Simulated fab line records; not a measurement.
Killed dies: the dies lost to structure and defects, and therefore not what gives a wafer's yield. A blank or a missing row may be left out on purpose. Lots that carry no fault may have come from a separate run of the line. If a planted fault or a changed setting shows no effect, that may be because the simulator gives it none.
Which tool was responsible? | flow n5-finfet | 30 wafers from 10 lots sampled at 6 of the route's 1938 steps

WHAT THE GAUGES READ, wafer by wafer
N5_ILD0_THK_MEAS_08.
lot  | measured    | on            | thk-nm (nm)
L470 | day 4 22:32 | film-metro-01 | 138.1 139.9 139.3
L472 | day 5 06:46 | film-metro-02 | 137.2 138.7 138.8
L479 | day 6 23:24 | film-metro-02 | 139.2 140.0 139.6
L480 | day 7 06:32 | film-metro-01 | 138.7 140.7 137.3
L481 | day 7 12:10 | film-metro-02 | 138.1 138.3 137.3
L482 | day 7 18:44 | film-metro-02 | 140.1 140.4 141.0
L485 | day 8 14:01 | film-metro-02 | 139.1 137.9 140.1
L486 | day 8 18:42 | film-metro-02 | 137.8 139.5 138.8
L487 | day 9 07:09 | film-metro-01 | 139.0 139.9 138.5
L488 | day 9 08:14 | film-metro-02 | 139.4 138.3 136.7

N5_SDB_OVL_MEAS_12.
lot  | measured    | on         | SDB_OVL (nm)
L470 | day 5 02:11 | overlay-01 | 1.5 0.5 0.1
L472 | day 5 10:31 | overlay-02 | -1.1 -0.7 1.2
L479 | day 7 03:12 | overlay-02 | -0.6 -2.1 -1.0
L480 | day 7 10:17 | overlay-01 | -0.1 1.3 0.7
L481 | day 7 15:57 | overlay-02 | 1.6 -0.1 -1.4
L482 | day 7 22:23 | overlay-01 | -0.2 0.5 1.1
L485 | day 8 18:53 | overlay-01 | -0.2 -0.2 -1.0
L486 | day 8 22:28 | overlay-01 | 0.0 1.2 2.1
L487 | day 9 10:55 | overlay-02 | -1.6 -2.1 -1.1
L488 | day 9 11:53 | overlay-02 | -1.0 -2.1 -1.5

N5_SDB_THK_MEAS_31.
lot  | measured    | on            | SDB_THK (nm)
L470 | day 5 06:50 | film-metro-01 | 62.7 64.9 65.0
L472 | day 5 14:45 | film-metro-01 | 62.9 65.5 64.0
L479 | day 7 07:13 | film-metro-02 | 70.2 69.5 71.1
L480 | day 7 14:40 | film-metro-01 | 69.9 69.0 68.4
L481 | day 7 20:13 | film-metro-01 | 69.5 67.2 69.9
L482 | day 8 02:28 | film-metro-01 | 63.5 64.4 66.2
L485 | day 8 22:46 | film-metro-01 | 63.4 65.5 67.0
L486 | day 9 02:23 | film-metro-01 | 63.4 62.7 63.9
L487 | day 9 14:48 | film-metro-01 | 63.8 66.0 63.9
L488 | day 9 15:47 | film-metro-02 | 66.5 66.0 65.1

N5_BEOL_M4_RC_MEAS_101.
lot  | measured     | on        | DIBL_N (mV/V)  | DIBL_P (mV/V)  | IOFF_N (nA/um)    | IOFF_P (nA/um) | ION_N (uA/um) | ION_P (uA/um) | SS_N (mV/dec)  | SS_P (mV/dec)  | VT_N (mV)   | VT_P (mV)
L470 | day 10 16:06 | prober-02 | 36.2 38.4 38.0 | 36.1 37.5 37.2 | 0.169 0.224 0.212 | 0.23 0.26 0.26 | 684 684 685   | 462 466 470   | 71.8 72.4 72.3 | 73.3 74.9 74.6 | 250 246 244 | -249 -246 -248
L472 | day 11 03:11 | prober-01 | 36.5 34.9 35.6 | 36.5 34.3 35.2 | 0.151 0.124 0.141 | 0.23 0.20 0.22 | 683 667 663   | 471 464 460   | 70.4 71.1 70.9 | 72.7 73.2 73.1 | 249 254 252 | -248 -251 -249
L482 | day 13 19:41 | prober-01 | 36.0 36.1 35.5 | 36.3 35.9 35.3 | 0.141 0.144 0.136 | 0.21 0.22 0.21 | 678 670 664   | 466 460 463   | 71.5 71.0 71.3 | 74.2 73.0 73.2 | 252 250 253 | -247 -248 -248
L485 | day 14 03:45 | prober-02 | 38.4 35.2 35.5 | 38.3 34.8 34.9 | 0.216 0.145 0.156 | 0.26 0.21 0.21 | 694 676 684   | 470 467 465   | 71.6 71.3 71.2 | 73.8 72.8 72.8 | 246 251 251 | -246 -248 -250
L486 | day 14 09:38 | prober-02 | 36.3 34.6 37.7 | 36.8 35.0 38.3 | 0.149 0.125 0.171 | 0.21 0.17 0.22 | 681 665 680   | 467 463 469   | 71.3 71.1 71.8 | 72.9 73.0 73.6 | 248 251 250 | -253 -256 -250
L487 | day 14 13:03 | prober-02 | 37.0 38.2 36.7 | 38.1 39.0 37.3 | 0.190 0.210 0.182 | 0.24 0.25 0.23 | 696 696 685   | 478 474 468   | 70.9 71.6 71.7 | 74.2 73.7 73.2 | 244 242 248 | -249 -248 -246
L488 | day 15 06:53 | prober-02 | 37.4 37.5 36.9 | 38.5 37.4 37.8 | 0.181 0.181 0.172 | 0.25 0.24 0.24 | 683 694 696   | 464 476 480   | 72.0 72.1 71.8 | 73.1 73.9 73.8 | 248 246 249 | -249 -248 -249

WHICH TOOL RAN EACH LOT (tool, then ch and the chambers of the sampled wafers, then the start)
lot  | N5_SDB_CUT_ETCH_26              | N5_SDB_CMP_30
L470 | rie-si-04 ch 1,2,3, day 5 03:04 | cmp-04 ch 0,2,3, day 5 06:35
L472 | rie-si-02 ch 1,2, day 5 11:11   | cmp-04 ch 0,2,3, day 5 14:29
L479 | rie-si-02 ch 0,3, day 7 04:01   | cmp-04 ch 0,2, day 7 06:56
L480 | rie-si-02 ch 0,1,3, day 7 11:26 | cmp-04 ch 0,1,2, day 7 14:24
L481 | rie-si-02 ch 0,2, day 7 17:00   | cmp-04 ch 1,3, day 7 19:55
L482 | rie-si-01 ch 0,1, day 7 23:13   | cmp-01 ch 0,2,3, day 8 02:10
L485 | rie-si-04 ch 1,2,3, day 8 19:34 | cmp-03 ch 1,2,3, day 8 22:31
L486 | rie-si-04 ch 0,1,3, day 8 23:10 | cmp-01 ch 0,1,3, day 9 02:07
L487 | rie-si-02 ch 0,1,3, day 9 11:35 | cmp-01 ch 0,1,2, day 9 14:30
L488 | rie-si-02 ch 0,1,2, day 9 12:34 | cmp-03 ch 0,1,2, day 9 15:34
- N5_SDB_CUT_ETCH_26: etches Si in HBr/Cl2/O2, target depth 129.6 nm, bt time 20 s, time 51.8 s.
- N5_SDB_CMP_30: polishes, stops on poly-Si, t overpolish 1.54 s, target thk 30 nm.

AS READ BY THE TOOLS THEMSELVES (means over the sampled wafers that have a number; for cases with no such wafer, the mark the record gives instead)
N5_SDB_CUT_ETCH_26.
lot  | tool      | HBr_flow_sccm (sccm) | chamber-pressure-mTorr (mTorr) | drypump-motor-current-A (A) | he-backside-leak-sccm (sccm) | oes-product-au (a.u.) | throttle-valve-pct (%)
L470 | rie-si-04 | 150.2                | 10.001                         | 5.3                         | 2.9                          | 0.997                 | 37.0
L472 | rie-si-02 | 149.7                | 10.004                         | 6.2                         | 2.4                          | 1.003                 | 37.6
L479 | rie-si-02 | 149.9                | 10.002                         | 5.4                         | 2.9                          | 1.010                 | 37.6
L480 | rie-si-02 | 150.2                | 10.009                         | 5.8                         | 2.7                          | 1.013                 | 37.6
L481 | rie-si-02 | 149.9                | 10.002                         | 5.5                         | 3.0                          | 1.008                 | 37.6
L482 | rie-si-01 | 149.7                | 10.000                         | 6.2                         | 2.9                          | 0.987                 | 37.0
L485 | rie-si-04 | 149.8                | 9.999                          | 5.3                         | 2.9                          | 0.999                 | 37.0
L486 | rie-si-04 | 149.5                | 9.997                          | 5.4                         | 2.9                          | 0.985                 | 37.1
L487 | rie-si-02 | 149.8                | 10.001                         | 5.8                         | 2.8                          | 1.009                 | 37.6
L488 | rie-si-02 | 149.8                | 10.001                         | 5.9                         | 2.6                          | 1.000                 | 37.6

N5_SDB_CMP_30.
lot  | tool   | edge-zone-pressure-frac | head-pressure-psi (psi) | motor-current-A (A) | overpolish-run-s (s) | time-to-endpoint-s (s)
L470 | cmp-04 | 1.001                   | 4.146                   | 12.1                | 1.547                | 17.0
L472 | cmp-04 | 0.999                   | 4.160                   | 12.1                | 1.538                | 19.0
L479 | cmp-04 | -                       | -                       | -                   | -                    | -
L480 | cmp-04 | -                       | -                       | -                   | -                    | -
L481 | cmp-04 | -                       | -                       | -                   | -                    | -
L482 | cmp-01 | 0.999                   | 4.155                   | 12.3                | 1.536                | 15.3
L485 | cmp-03 | 0.998                   | 4.152                   | 11.6                | 1.542                | 20.3
L486 | cmp-01 | 0.994                   | 4.146                   | 11.8                | 1.547                | 17.7
L487 | cmp-01 | 0.995                   | 4.147                   | 12.3                | 1.539                | 16.7
L488 | cmp-03 | 0.998                   | 4.143                   | 11.4                | 1.539                | 18.7

THE ANSWER, worked out from the rows above alone
Rule: what is usual is taken from the lots themselves. Put in order of their means at a reading, lots are off if they are a third of the lots or fewer, leave a main group of 4 or more, and stand apart from it by a gap of 3 or more times the standard deviation of the main group's means; of several such gaps the widest counts. If all means in a main group match to the digits the tables above print for the reading, that group is not used. Also off: a lot with no number at a reading for which 4 or more lots have one. Any other lot the step has rows for is counted as sound. After the gauges, taken in route order, come the tools' own readings; for these a lot's mean is taken, as printed above. At the first step where some lot is off, the reading lying furthest off is the one used; lots without a number count as furthest.
Off: L479, L480, L481, seen at N5_SDB_THK_MEAS_31 (SDB_THK). The main group: mean 64.6 nm, standard deviation 0.76.
A tool fits if, at a process step before that reading, it ran every lot that is off, and no sound lot after the first of them. Not tried: the gauges at N5_SDB_THK_MEAS_31; whatever is off there is also off at N5_SDB_CMP_30, on other tools, and gauge error can't account for it. One candidate fits, namely cmp-04 at N5_SDB_CMP_30. A fault onset in the window from L472 (day 5 14:29, its last sound lot) to L479 (day 7 06:56, its first lot off) fits.
Blank at N5_SDB_CMP_30 on the lots that are off, where sound lots have numbers: edge-zone-pressure-frac, head-pressure-psi, motor-current-A, overpolish-run-s, time-to-endpoint-s.

WHAT THE SIMULATOR PUT IN
Step skipped in full: cmp-04, at N5_SDB_CMP_30, from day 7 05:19 onward. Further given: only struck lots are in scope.
Lots struck among those shown: L479, L480, L481. The rule given above showed the same thing.
